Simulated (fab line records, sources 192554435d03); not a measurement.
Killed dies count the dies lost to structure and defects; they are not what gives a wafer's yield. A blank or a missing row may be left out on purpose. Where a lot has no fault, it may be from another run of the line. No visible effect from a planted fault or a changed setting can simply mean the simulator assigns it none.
fab line records | flow n5-finfet
record lots=7 | wafers=39
route steps=1938 shown BEOL_M13@1659 MIM_BOT@1833 PAD_METAL@1896
start-h: hours from the record's opening day to when the first of the lot's shown wafers began | wait-h: time in hours since the lot's previous step | " same as the row above | L1.1+2: several wafers, shown together as one row | - no value, or no start given | * or withheld: withheld | < > ~ a bound
route shown NAME@n: a module of which the file shows steps, and the number in the route of the first | usual: average and standard deviation across the fault-free wafers | same: alike in all rows | chamber/n: place in a boat | sites: each site's reading | _std_site: standard deviation of those values | _edge_site: the outer-site mean with the inner-site mean subtracted | radius-mm: how far each site lies from the wafer's centre | mask NAME#n: copy n | behind: the tool/chamber that last shaped the wafer | hold: the reason the lot was held/the length of the hold in hours/how it ended | device: which transistor (n, p or np) failed to switch | end of line: at the end of the route, the tests of the same wafers | a step without rows: its recipe alone | killed: the dies lost at the first sort to structure and to defects; this is not the yield of the wafer | map: a wafer's dies, marking killed ones x, the rest . and places with no die _
set.NAME: the setting as run; set.NAME@STEP: as run at that earlier step | model.NAME: the simulator's own value behind a step, which no gauge read
one table per step and one row per wafer, for lots whose settings were changed on purpose
## steps
# step N5_BEOL_M13_ILD_DEP_00
# recipe material=SiOC | target-thk-a=8379.2 | temp-c=350 | precursor=DEMS/O2 | pressure-torr=5 | rf-w=500 | time-s=166.4
lot.wafer | tool     | chamber | start-h | wait-h | set.time-s | model.SiOC_of_BEOL_M13_ILD_DEP_00.thk-nm
L075.1    | pecvd-03 | 1       | 225.54  | 0.0    | 166.4      | 853.2
L075.2    | "        | 2       | "       | "      | 130.1      | 661.6
L075.3    | "        | 0       | "       | "      | 166.4      | 829
L075.4    | "        | 2       | "       | "      | 130.1      | 681.4
L075.5    | "        | 0       | "       | "      | 166.4      | 839.6
L075.6    | "        | 1       | "       | "      | 130.1      | 678.6
L076.1    | pecvd-02 | 1       | 247.48  | 0.0    | 100.5      | 490.4
L076.2    | "        | 2       | "       | "      | 166.4      | 843.2
L076.3    | "        | 0       | "       | "      | 166.4      | 841.6
L076.4    | "        | 2       | "       | "      | 166.4      | 852.4
L076.5    | "        | 0       | "       | "      | 100.5      | 536.2
L076.6    | "        | 1       | "       | "      | 100.5      | 500.6
L081.1    | pecvd-02 | 2       | 264.98  | 0.0    | 166.4      | 844.8
L081.2    | "        | 1       | "       | "      | 257.2      | 1278
L081.3    | "        | 0       | "       | "      | 257.2      | 1289
L081.4    | "        | 0       | "       | "      | 166.4      | 862.2
L081.5    | "        | 2       | "       | "      | 166.4      | 844.6
L081.6    | "        | 1       | "       | "      | 257.2      | 1294
L082.1    | pecvd-04 | 2       | 277.64  | 0.0    | 166.4      | 827.8
L082.2    | "        | 1       | "       | "      | 166.4      | 835.4
L082.3    | "        | 0       | "       | "      | 166.4      | 834.4
L082.4    | "        | 0       | "       | "      | 166.4      | 849.8
L082.5    | "        | 1       | "       | "      | 166.4      | 841.4
L082.6    | "        | 2       | "       | "      | 166.4      | 839.8
L086.1    | pecvd-02 | 2       | 313.18  | 0.0    | 111.4      | 558
L086.2    | "        | 0       | "       | "      | 111.4      | 558.4
L086.3    | "        | 1       | "       | "      | 166.4      | 808.8
L086.4    | "        | 0       | "       | "      | 166.4      | 836.4
L086.5    | "        | 2       | "       | "      | 166.4      | 848
L086.6    | "        | 1       | "       | "      | 111.4      | 547.6
L092.1    | pecvd-03 | 1       | 345.49  | 0.0    | 166.4      | 846.2
L092.2    | "        | 0       | "       | "      | 166.4      | 811.4
L092.6    | "        | 2       | "       | "      | 166.4      | 842.2
L095.1    | pecvd-02 | 1       | 366.74  | 0.0    | 166.4      | 815.4
L095.2    | "        | 2       | "       | "      | 238.6      | 1186
L095.3    | "        | 0       | "       | "      | 166.4      | 829.6
L095.4    | "        | 1       | "       | "      | 166.4      | 837.4
L095.5    | "        | 2       | "       | "      | 238.6      | 1209
L095.6    | "        | 0       | "       | "      | 238.6      | 1215
# step N5_BEOL_M13_THK_MEAS_01
# recipe reads=SiOC_of_BEOL_M13_ILD_DEP_00
# usual M13_ILD_THK=838/13
lot.wafer | tool          | chamber | start-h | wait-h | set.time-s@BEOL_M13_ILD_DEP_00 | M13_ILD_THK[nm]
L075.1    | film-metro-02 | -       | 225.69  | 0.1    | 166.4                          | 853
L075.2    | "             | -       | "       | "      | 130.1                          | 662
L075.3    | "             | -       | "       | "      | 166.4                          | 829
L075.4    | "             | -       | "       | "      | 130.1                          | 681
L075.5    | "             | -       | "       | "      | 166.4                          | 839
L075.6    | "             | -       | "       | "      | 130.1                          | 679
L076.1    | film-metro-02 | -       | 247.63  | 0.1    | 100.5                          | 491
L076.2    | "             | -       | "       | "      | 166.4                          | 843
L076.3    | "             | -       | "       | "      | 166.4                          | 842
L076.4    | "             | -       | "       | "      | 166.4                          | 853
L076.5    | "             | -       | "       | "      | 100.5                          | 536
L076.6    | "             | -       | "       | "      | 100.5                          | 500
L081.1    | film-metro-02 | -       | 265.13  | 0.1    | 166.4                          | 845
L081.2    | "             | -       | "       | "      | 257.2                          | 1277
L081.3    | "             | -       | "       | "      | 257.2                          | 1289
L081.4    | "             | -       | "       | "      | 166.4                          | 862
L081.5    | "             | -       | "       | "      | 166.4                          | 845
L081.6    | "             | -       | "       | "      | 257.2                          | 1297
L082.1    | film-metro-02 | -       | 277.79  | 0.1    | 166.4                          | 827
L082.2    | "             | -       | "       | "      | 166.4                          | 836
L082.3    | "             | -       | "       | "      | 166.4                          | 835
L082.4    | "             | -       | "       | "      | 166.4                          | 850
L082.5    | "             | -       | "       | "      | 166.4                          | 841
L082.6    | "             | -       | "       | "      | 166.4                          | 840
L086.1    | film-metro-02 | -       | 313.33  | 0.1    | 111.4                          | 558
L086.2    | "             | -       | "       | "      | 111.4                          | 558
L086.3    | "             | -       | "       | "      | 166.4                          | 809
L086.4    | "             | -       | "       | "      | 166.4                          | 836
L086.5    | "             | -       | "       | "      | 166.4                          | 848
L086.6    | "             | -       | "       | "      | 111.4                          | 548
L092.1    | film-metro-02 | -       | 345.64  | 0.1    | 166.4                          | 846
L092.2    | "             | -       | "       | "      | 166.4                          | 811
L092.6    | "             | -       | "       | "      | 166.4                          | 842
L095.1    | film-metro-02 | -       | 366.89  | 0.1    | 166.4                          | 815
L095.2    | "             | -       | "       | "      | 238.6                          | 1186
L095.3    | "             | -       | "       | "      | 166.4                          | 829
L095.4    | "             | -       | "       | "      | 166.4                          | 838
L095.5    | "             | -       | "       | "      | 238.6                          | 1210
L095.6    | "             | -       | "       | "      | 238.6                          | 1216
# step N5_BEOL_M13_COAT_58
# recipe resist=BARC | temp-c=205 | time-s=60 | spin-rpm=1500 | resist-thk-nm=89
# step N5_BEOL_M13_COAT_04
# recipe spin-rpm=1625 | resist-thk-nm=400
# step N5_BEOL_M13_DESCUM_15
# recipe chemistry=O2 | time-s=7.9 | source-power-w=50 | bias-power-w=20 | pressure-mtorr=20 | rf-frequency-hz=2.712e+07 | temp-c=40 | o2-flow-sccm=225
# step N5_BEOL_M13_ETCH_59
# recipe chemistry=N2/H2 | target=BARC | target-depth-a=890 | overetch-a=267 | time-s=67.9 | ion-energy-ev=200 | pressure-mtorr=30 | source-w=840 | bias-w=150 | n2-flow-sccm=200 | h2-flow-sccm=200
# step N5_BEOL_M13_VIA_ETCH_16
# recipe chemistry=C4F8/O2/Ar | target=SiOC | pressure-mtorr=30 | source-w=3000 | bias-w=700 | Ar_flow_sccm=400 | C4F8_flow_sccm=15 | O2_flow_sccm=8 | he-inner-torr=15 | he-outer-torr=30 | target-depth-a=9217 | time-s=withheld | ion-energy-ev=250 | ends=cleared
lot.wafer | tool        | chamber | start-h | wait-h | set.time-s@BEOL_M13_ILD_DEP_00 | model.BARC_of_BEOL_M13_COAT_58.thk-nm | model.coat_of_BEOL_M13_COAT_04.thk-nm | model.etch.depth-nm
L075.1    | rie-diel-02 | 1       | 226.30  | 0.0    | *                              | 89.2                                  | 69                                    | 853.1
L075.2    | "           | 3       | "       | "      | *                              | 89.4                                  | 124.6                                 | 661.6
L075.3    | "           | 0       | "       | "      | *                              | 89                                    | 76.4                                  | 828.9
L075.4    | "           | 2       | "       | "      | *                              | 89.2                                  | 117.8                                 | 681.3
L075.5    | "           | 0       | "       | "      | *                              | 89.2                                  | 73.2                                  | 839.6
L075.6    | "           | 3       | "       | "      | *                              | 89.2                                  | 118.2                                 | 678.6
L076.1    | rie-diel-01 | 3       | 248.45  | 0.0    | *                              | 89.4                                  | 173.4                                 | 490.4
L076.2    | "           | 2       | "       | "      | *                              | 89.6                                  | 69.2                                  | 843.1
L076.3    | "           | 1       | "       | "      | *                              | 89.2                                  | 70.6                                  | 841.6
L076.4    | "           | 1       | "       | "      | *                              | 89.4                                  | 67.4                                  | 852.5
L076.5    | "           | 2       | "       | "      | *                              | 89                                    | 159                                   | 536.2
L076.6    | "           | 3       | "       | "      | *                              | 89.2                                  | 170.4                                 | 500.5
L081.1    | rie-diel-02 | 3       | 265.61  | 0.0    | *                              | 89.4                                  | 66.8                                  | 844.8
L081.2    | "           | 1       | "       | "      | *                              | 30.2                                  | 0                                     | 1278
L081.3    | "           | 2       | "       | "      | *                              | 25.8                                  | 0                                     | 1289
L081.4    | "           | 0       | "       | "      | *                              | 89.4                                  | 65.2                                  | 862.2
L081.5    | "           | 0       | "       | "      | *                              | 89                                    | 71                                    | 844.7
L081.6    | "           | 1       | "       | "      | *                              | 24.8                                  | 0                                     | 1294
L082.1    | rie-diel-06 | 2       | 278.39  | 0.0    | *                              | 89.2                                  | 69.8                                  | 827.9
L082.2    | "           | 1       | "       | "      | *                              | 88.8                                  | 68.8                                  | 835.4
L082.3    | "           | 0       | "       | "      | *                              | 88.8                                  | 67.2                                  | 834.5
L082.4    | "           | 0       | "       | "      | *                              | 88.8                                  | 61.6                                  | 849.8
L082.5    | "           | 1       | "       | "      | *                              | 88.8                                  | 67.6                                  | 841.3
L082.6    | "           | 2       | "       | "      | *                              | 88.8                                  | 66.2                                  | 839.8
L086.1    | rie-diel-06 | 3       | 313.81  | 0.0    | *                              | 89.4                                  | 151                                   | 557.9
L086.2    | "           | 2       | "       | "      | *                              | 89.2                                  | 149.2                                 | 558.5
L086.3    | "           | 0       | "       | "      | *                              | 89.2                                  | 76                                    | 808.9
L086.4    | "           | 2       | "       | "      | *                              | 89.4                                  | 68                                    | 836.5
L086.5    | "           | 3       | "       | "      | *                              | 89                                    | 64.8                                  | 848
L086.6    | "           | 0       | "       | "      | *                              | 89.2                                  | 152.4                                 | 547.6
L092.1    | rie-diel-06 | 3       | 346.12  | 0.0    | *                              | 89.2                                  | 62.8                                  | 846.2
L092.2    | "           | 0       | "       | "      | *                              | 89                                    | 74.6                                  | 811.3
L092.6    | "           | 2       | "       | "      | *                              | 89                                    | 64.8                                  | 842.2
L095.1    | rie-diel-02 | 0       | 367.37  | 0.0    | *                              | 88.8                                  | 81                                    | 815.3
L095.2    | "           | 3       | "       | "      | *                              | 55.8                                  | 0                                     | 1186
L095.3    | "           | 2       | "       | "      | *                              | 88.6                                  | 73.8                                  | 829.6
L095.4    | "           | 1       | "       | "      | *                              | 88.6                                  | 72                                    | 837.4
L095.5    | "           | 2       | "       | "      | *                              | 50                                    | 0                                     | 1209
L095.6    | "           | 3       | "       | "      | *                              | 44.8                                  | 0                                     | 1215
# step N5_BEOL_M13_STRIP_63
# recipe chemistry=N2/H2 | power-w=1000 | temp-c=250 | h2-frac=0.65 | overash-fraction=0.3 | pressure-mtorr=1000 | n2-flow-sccm=1750 | h2-flow-sccm=3250
# usual oes-product-au=0.674/0.005 | strip-time-to-endpoint-s=27.6/1.3
lot.wafer | tool            | chamber | start-h | wait-h | set.time-s@BEOL_M13_ILD_DEP_00 | oes-product-au | strip-time-to-endpoint-s
L075.1    | plasma-asher-02 | 0       | 226.54  | -      | 166.4                          | 0.680          | 27.4
L075.2    | "               | 1       | "       | "      | 130.1                          | 0.698          | 42.9
L075.3    | "               | 1       | "       | "      | 166.4                          | 0.676          | 29.5
L075.4    | "               | 0       | "       | "      | 130.1                          | 0.696          | 41.1
L075.5    | "               | 0       | "       | "      | 166.4                          | 0.676          | 28.6
L075.6    | "               | 1       | "       | "      | 130.1                          | 0.695          | 41.2
L076.1    | plasma-asher-01 | 1       | 248.69  | -      | 100.5                          | 0.719          | 55.8
L076.2    | "               | 0       | "       | "      | 166.4                          | 0.671          | 27.4
L076.3    | "               | 1       | "       | "      | 166.4                          | 0.673          | 27.8
L076.4    | "               | 0       | "       | "      | 166.4                          | 0.669          | 26.9
L076.5    | "               | 0       | "       | "      | 100.5                          | 0.706          | 52.0
L076.6    | "               | 1       | "       | "      | 100.5                          | 0.705          | 55.0
L081.1    | plasma-asher-02 | 0       | 265.85  | -      | 166.4                          | 0.687          | 26.7
L081.2    | "               | 1       | "       | "      | 257.2                          | 0.239          | 0.0
L081.3    | "               | 0       | "       | "      | 257.2                          | 0.231          | 0.0
L081.4    | "               | 1       | "       | "      | 166.4                          | 0.673          | 26.3
L081.5    | "               | 1       | "       | "      | 166.4                          | 0.680          | 28.0
L081.6    | "               | 0       | "       | "      | 257.2                          | 0.227          | 0.0
L082.1    | plasma-asher-01 | 1       | 278.63  | -      | 166.4                          | 0.673          | 27.6
L082.2    | "               | 0       | "       | "      | 166.4                          | 0.673          | 27.3
L082.3    | "               | 0       | "       | "      | 166.4                          | 0.677          | 26.8
L082.4    | "               | 1       | "       | "      | 166.4                          | 0.663          | 25.2
L082.5    | "               | 1       | "       | "      | 166.4                          | 0.677          | 26.9
L082.6    | "               | 0       | "       | "      | 166.4                          | 0.676          | 26.6
L086.1    | plasma-asher-02 | 0       | 314.05  | -      | 111.4                          | 0.707          | 49.9
L086.2    | "               | 1       | "       | "      | 111.4                          | 0.704          | 49.4
L086.3    | "               | 1       | "       | "      | 166.4                          | 0.674          | 29.4
L086.4    | "               | 0       | "       | "      | 166.4                          | 0.671          | 27.1
L086.5    | "               | 1       | "       | "      | 166.4                          | 0.673          | 26.1
L086.6    | "               | 0       | "       | "      | 111.4                          | 0.693          | 50.2
L092.1    | plasma-asher-02 | 0       | 346.35  | -      | 166.4                          | 0.672          | 25.5
L092.2    | "               | 1       | "       | "      | 166.4                          | 0.680          | 29.0
L092.6    | "               | 1       | "       | "      | 166.4                          | 0.674          | 26.2
L095.1    | plasma-asher-02 | 0       | 367.60  | -      | 166.4                          | 0.678          | 30.9
L095.2    | "               | 1       | "       | "      | 238.6                          | 0.239          | 0.0
L095.3    | "               | 1       | "       | "      | 166.4                          | 0.671          | 28.8
L095.4    | "               | 0       | "       | "      | 166.4                          | 0.672          | 28.3
L095.5    | "               | 0       | "       | "      | 238.6                          | 0.236          | 0.0
L095.6    | "               | 1       | "       | "      | 238.6                          | 0.227          | 0.0
# step N5_BEOL_M13_STRIP_64
# recipe chemistry=N2/H2 | power-w=1000 | temp-c=250 | h2-frac=0.65 | overash-fraction=0.3 | pressure-mtorr=withheld | n2-flow-sccm=1750 | h2-flow-sccm=3250
# usual strip-time-to-endpoint-s=31.34/0.076
lot.wafer | tool            | chamber | start-h | wait-h | set.time-s@BEOL_M13_ILD_DEP_00 | strip-time-to-endpoint-s
L075.1    | plasma-asher-02 | 0       | 226.60  | 0.0    | 166.4                          | 31.38
L075.2    | "               | 1       | "       | "      | 130.1                          | 31.40
L075.3    | "               | 1       | "       | "      | 166.4                          | 31.33
L075.4    | "               | 0       | "       | "      | 130.1                          | 31.35
L075.5    | "               | 0       | "       | "      | 166.4                          | 31.37
L075.6    | "               | 1       | "       | "      | 130.1                          | 31.35
L076.1    | plasma-asher-01 | 1       | 248.75  | 0.0    | 100.5                          | 31.45
L076.2    | "               | 0       | "       | "      | 166.4                          | 31.49
L076.3    | "               | 1       | "       | "      | 166.4                          | 31.36
L076.4    | "               | 0       | "       | "      | 166.4                          | 31.41
L076.5    | "               | 0       | "       | "      | 100.5                          | 31.32
L076.6    | "               | 1       | "       | "      | 100.5                          | 31.37
L081.1    | plasma-asher-02 | 0       | 265.91  | 0.0    | 166.4                          | 31.44
L081.2    | "               | 1       | "       | "      | 257.2                          | 15.15
L081.3    | "               | 0       | "       | "      | 257.2                          | 13.58
L081.4    | "               | 1       | "       | "      | 166.4                          | 31.41
L081.5    | "               | 1       | "       | "      | 166.4                          | 31.30
L081.6    | "               | 0       | "       | "      | 257.2                          | 13.18
L082.1    | plasma-asher-01 | 1       | 278.69  | 0.0    | 166.4                          | 31.38
L082.2    | "               | 0       | "       | "      | 166.4                          | 31.23
L082.3    | "               | 0       | "       | "      | 166.4                          | 31.27
L082.4    | "               | 1       | "       | "      | 166.4                          | 31.22
L082.5    | "               | 1       | "       | "      | 166.4                          | 31.24
L082.6    | "               | 0       | "       | "      | 166.4                          | 31.24
L086.1    | plasma-asher-02 | 0       | 314.11  | 0.0    | 111.4                          | 31.40
L086.2    | "               | 1       | "       | "      | 111.4                          | 31.38
L086.3    | "               | 1       | "       | "      | 166.4                          | 31.36
L086.4    | "               | 0       | "       | "      | 166.4                          | 31.38
L086.5    | "               | 1       | "       | "      | 166.4                          | 31.31
L086.6    | "               | 0       | "       | "      | 111.4                          | 31.36
L092.1    | plasma-asher-02 | 0       | 346.41  | 0.0    | 166.4                          | 31.36
L092.2    | "               | 1       | "       | "      | 166.4                          | 31.35
L092.6    | "               | 1       | "       | "      | 166.4                          | 31.30
L095.1    | plasma-asher-02 | 0       | 367.66  | 0.0    | 166.4                          | 31.27
L095.2    | "               | 1       | "       | "      | 238.6                          | 23.43
L095.3    | "               | 1       | "       | "      | 166.4                          | 31.19
L095.4    | "               | 0       | "       | "      | 166.4                          | 31.21
L095.5    | "               | 0       | "       | "      | 238.6                          | 21.58
L095.6    | "               | 1       | "       | "      | 238.6                          | 19.97
# step N5_MIM_BOT_SPUTTER_00
# recipe material=TiN | target-thk-a=350 | temp-c=200 | power-w=3000 | chamber-pressure-pa=0.49996 | gas=Ar | reactive-partial-pa=0.37997 | time-s=89.7
lot.wafer    | tool           | chamber | start-h | wait-h | set.target-thk-a | model.TiN_of_MIM_BOT_SPUTTER_00.thk-nm
L075.1       | pvd-sputter-01 | -       | 242.54  | 0.0    | 292.3            | 28.8
L075.2       | "              | -       | "       | "      | 350              | 35
L075.3       | "              | -       | "       | "      | 350              | 35.4
L075.4       | "              | -       | "       | "      | 350              | 35.8
L075.5       | "              | -       | "       | "      | 292.3            | 30.2
L075.6       | "              | -       | "       | "      | 292.3            | 29.8
L076.1       | pvd-sputter-03 | -       | 268.10  | 0.0    | 350              | 35.6
L076.2       | "              | -       | "       | "      | 185.7            | 18.6
L076.3       | "              | -       | "       | "      | 350              | 35.8
L076.4+6     | "              | -       | "       | "      | 185.7            | 19.2
L076.5       | "              | -       | "       | "      | 350              | 34.8
L081.1       | pvd-sputter-01 | -       | 289.25  | 0.0    | 350              | 33.8
L081.2       | "              | -       | "       | "      | 521.3            | 51
L081.3+6     | "              | -       | "       | "      | 350              | 34.8
L081.4       | "              | -       | "       | "      | 521.3            | 52.4
L081.5       | "              | -       | "       | "      | 521.3            | 52.2
L082.1+2+4+5 | pvd-sputter-02 | -       | 295.48  | 0.0    | 350              | 35.2
L082.3       | "              | -       | "       | "      | 350              | 35.8
L082.6       | "              | -       | "       | "      | 350              | 35.4
L086.1       | pvd-sputter-02 | -       | 335.00  | 0.0    | 350              | 35.8
L086.2+6     | "              | -       | "       | "      | 485.1            | 48.8
L086.3       | "              | -       | "       | "      | 350              | 34.8
L086.4       | "              | -       | "       | "      | 485.1            | 48.4
L086.5       | "              | -       | "       | "      | 350              | 35
L092.1+2     | pvd-sputter-03 | -       | 372.02  | 0.0    | 350              | 35.6
L092.6       | "              | -       | "       | "      | 350              | 35.2
L095.1       | pvd-sputter-03 | -       | 384.01  | 0.0    | 350              | 34.6
L095.2+5     | "              | -       | "       | "      | 421.1            | 42.4
L095.3       | "              | -       | "       | "      | 421.1            | 42.2
L095.4+6     | "              | -       | "       | "      | 350              | 35.4
# step N5_PASSIVATION_AL_DEP_21
# recipe material=Al | target-thk-a=28000 | temp-c=400 | time-s=170 | power-w=30000 | chamber-pressure-pa=0.4 | gas=Ar
lot.wafer | tool           | chamber | start-h | wait-h | set.target-thk-a | model.Al_of_PASSIVATION_AL_DEP_21.thk-nm
L075.1    | pvd-sputter-03 | -       | 248.20  | 0.1    | 21950            | 2181
L075.2    | "              | -       | "       | "      | 28000            | 2809
L075.3    | "              | -       | "       | "      | 28000            | 2834
L075.4    | "              | -       | "       | "      | 21950            | 2174
L075.5    | "              | -       | "       | "      | 21950            | 2262
L075.6    | "              | -       | "       | "      | 28000            | 2798
L076.1    | pvd-sputter-02 | -       | 272.91  | 0.1    | 41120            | 4073
L076.2    | "              | -       | "       | "      | 41120            | 4062
L076.3    | "              | -       | "       | "      | 28000            | 2785
L076.4    | "              | -       | "       | "      | 41120            | 4109
L076.5    | "              | -       | "       | "      | 28000            | 2758
L076.6    | "              | -       | "       | "      | 28000            | 2788
L081.1    | pvd-sputter-03 | -       | 294.61  | 0.1    | 28000            | 2806
L081.2    | "              | -       | "       | "      | 34530            | 3475
L081.3    | "              | -       | "       | "      | 34530            | 3498
L081.4    | "              | -       | "       | "      | 34530            | 3414
L081.5    | "              | -       | "       | "      | 28000            | 2825
L081.6    | "              | -       | "       | "      | 28000            | 2760
L082.1    | pvd-sputter-01 | -       | 300.30  | 0.1    | 43520            | 4282
L082.2    | "              | -       | "       | "      | 28000            | 2807
L082.3    | "              | -       | "       | "      | 43520            | 4357
L082.4    | "              | -       | "       | "      | 28000            | 2801
L082.5    | "              | -       | "       | "      | 28000            | 2788
L082.6    | "              | -       | "       | "      | 43520            | 4271
L086.1    | pvd-sputter-01 | -       | 342.71  | 0.1    | 11420            | 1190
L086.2    | "              | -       | "       | "      | 11420            | 1217
L086.3    | "              | -       | "       | "      | 28000            | 2803
L086.4    | "              | -       | "       | "      | 28000            | 2857
L086.5    | "              | -       | "       | "      | 11420            | 1223
L086.6    | "              | -       | "       | "      | 28000            | 2856
L092.1    | pvd-sputter-03 | -       | 377.25  | 0.1    | 28000            | 2759
L092.2    | "              | -       | "       | "      | 28000            | 2810
L092.6    | "              | -       | "       | "      | 28000            | 2742
L095.1    | pvd-sputter-03 | -       | 391.99  | 0.1    | 28000            | 2830
L095.2    | "              | -       | "       | "      | 34880            | 3435
L095.3    | "              | -       | "       | "      | 34880            | 3495
L095.4    | "              | -       | "       | "      | 34880            | 3493
L095.5    | "              | -       | "       | "      | 28000            | 2812
L095.6    | "              | -       | "       | "      | 28000            | 2790
## key
split step=N5_BEOL_M13_ILD_DEP_00 | setting=time-s | stated=166.4 | by=wafer
response step=N5_BEOL_M13_ILD_DEP_00 | reading=model.SiOC_of_BEOL_M13_ILD_DEP_00.thk-nm | change=+8.28 | per=1% | r=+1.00
response step=N5_BEOL_M13_THK_MEAS_01 | reading=M13_ILD_THK | change=+8.29 | per=1% | r=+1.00
response step=N5_BEOL_M13_VIA_ETCH_16 | reading=model.BARC_of_BEOL_M13_COAT_58.thk-nm | shape=bent | at-lowest=89.2 | at-stated=89.06 | at-highest=26.93
response step=N5_BEOL_M13_VIA_ETCH_16 | reading=model.coat_of_BEOL_M13_COAT_04.thk-nm | change=-1.82 | per=1% | r=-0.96
response step=N5_BEOL_M13_VIA_ETCH_16 | reading=model.etch.depth-nm | change=+8.28 | per=1% | r=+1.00
response step=N5_BEOL_M13_STRIP_63 | reading=oes-product-au | shape=bent | at-lowest=0.710 | at-stated=0.675 | at-highest=0.232
response step=N5_BEOL_M13_STRIP_63 | reading=strip-time-to-endpoint-s | shape=bent | at-lowest=* | at-stated=* | at-highest=*
response step=N5_BEOL_M13_STRIP_64 | reading=strip-time-to-endpoint-s | shape=bent | at-lowest=* | at-stated=* | at-highest=*
split step=N5_MIM_BOT_SPUTTER_00 | setting=target-thk-a | stated=350 | by=wafer
response step=N5_MIM_BOT_SPUTTER_00 | reading=model.TiN_of_MIM_BOT_SPUTTER_00.thk-nm | change=+0.352 | per=1% | r=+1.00
split step=N5_PASSIVATION_AL_DEP_21 | setting=target-thk-a | stated=28000 | by=wafer
response step=N5_PASSIVATION_AL_DEP_21 | reading=model.Al_of_PASSIVATION_AL_DEP_21.thk-nm | change=+27.5 | per=1% | r=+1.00
